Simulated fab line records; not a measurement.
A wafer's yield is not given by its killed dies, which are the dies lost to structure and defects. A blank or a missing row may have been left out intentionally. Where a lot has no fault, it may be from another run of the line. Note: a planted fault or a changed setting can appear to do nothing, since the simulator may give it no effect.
Chamber matching    flow n5-finfet    N5_MIM_BOT_LITHO_DESCUM_10 on rie-diel-05: 4 sister chambers
The step chemistry O2, time 7.9 s. 7 wafers are shown with their chamber, then 8 later ones without.

## WAFERS, EACH WITH ITS CHAMBER
wafer   chamber  showerhead-plenum-p-Torr (Torr)  throttle-valve-pct (%)
L080.5  0        2.04                             20.04
L080.6  2        2.07                             20.67
L081.5  2        2.07                             20.69
L081.6  0        2.04                             20.03
L084.1  3        2.05                             20.59
L084.4  1        2.24                             20.39
L096.2  1        2.23                             20.45

## WAFERS WITH NO CHAMBER GIVEN
wafer   showerhead-plenum-p-Torr (Torr)  throttle-valve-pct (%)
L096.4  2.06                             20.31
L096.6  2.23                             20.44
L092.2  2.23                             20.43
L092.4  2.23                             20.45
L092.6  2.03                             20.08
L097.1  2.04                             20.64
L097.2  2.05                             20.33
L097.6  2.04                             20.64

## THE CHAMBER EACH PASSED THROUGH
wafer   from the rows above      in truth
L096.4  can't be placed: 3 or 0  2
L096.6  1                        1
L092.2  1                        1
L092.4  1                        1
L092.6  0                        0
L097.1  3                        3
L097.2  can't be placed: 3 or 0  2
L097.6  3                        3
Placed correctly: 6 of 8. Cannot be placed on the basis of these rows: 2; the candidates contain the true chamber in 0. Placed wrongly: 0.
How it was worked out, from the rows above alone: a wafer's distance from a chamber is the root of the sum, over the readings, of the square of ((its reading less the chamber's mean) divided by the reading's scatter). The wafer belongs to the nearest chamber; if the next one is less than 2 further off, it can't be placed. Each chamber's mean is taken over the wafers shown for it. The scatter: the root of (the sum of the squares of (reading less its chamber's mean) over the shown wafers, divided by (wafers less chambers)).
